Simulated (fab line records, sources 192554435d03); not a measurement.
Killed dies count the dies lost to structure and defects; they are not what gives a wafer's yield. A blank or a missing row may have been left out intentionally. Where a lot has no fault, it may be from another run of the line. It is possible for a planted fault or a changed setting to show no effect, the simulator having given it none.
Matching of chambers :: flow n5Finfet :: N5_BEOL_M5_CO_CAP_78 on cvdCo-02 has 3 sister chambers
The step material Co, precursor CCTBA/H2, target thk 2 nm, time 102.1 s. 3 wafers are shown with their chamber, then 8 later ones without.

WAFERS, EACH WITH ITS CHAMBER
wafer: L991.4
chamber: 2
heaterPowerW (W): 209

wafer: L991.6
chamber: 0
heaterPowerW (W): 245

wafer: L992.4
chamber: 1
heaterPowerW (W): 243

WAFERS MISSING THEIR CHAMBER
wafer: L992.5
heaterPowerW (W): 243

wafer: L992.6
heaterPowerW (W): 207

wafer: L993.1
heaterPowerW (W): 211

wafer: L993.3
heaterPowerW (W): 246

wafer: L993.6
heaterPowerW (W): 246

wafer: L994.1
heaterPowerW (W): 225

wafer: L994.3
heaterPowerW (W): 211

wafer: L994.4
heaterPowerW (W): 241

WHICH CHAMBER EACH WENT THROUGH
wafer: L992.5
from the rows above: can't be placed: 1 or 0
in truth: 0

wafer: L992.6
from the rows above: 2
in truth: 2

wafer: L993.1
from the rows above: 2
in truth: 2

wafer: L993.3
from the rows above: can't be placed: 0 or 1
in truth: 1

wafer: L993.6
from the rows above: can't be placed: 0 or 1
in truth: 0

wafer: L994.1
from the rows above: can't be placed: 2 or 1 or 0
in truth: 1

wafer: L994.3
from the rows above: 2
in truth: 2

wafer: L994.4
from the rows above: can't be placed: 1 or 0
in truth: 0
Correctly placed: 3 of 8. These rows do not allow placing 5 (true chamber among the candidates in 5). Number placed wrongly: 0.
How it was worked out, from the rows above alone: a wafer's distance from a chamber is the root of the sum, over the readings, of the square of ((its reading less the chamber's mean) divided by the reading's scatter). If the next closest chamber is less than 2 further off than the closest, the wafer can't be placed; otherwise it belongs to the closest. Each chamber's mean is taken over the wafers shown for it. The scatter (one wafer shown for each chamber): square how far every hidden wafer sits from the nearest shown wafer, average those squares and take the square root.
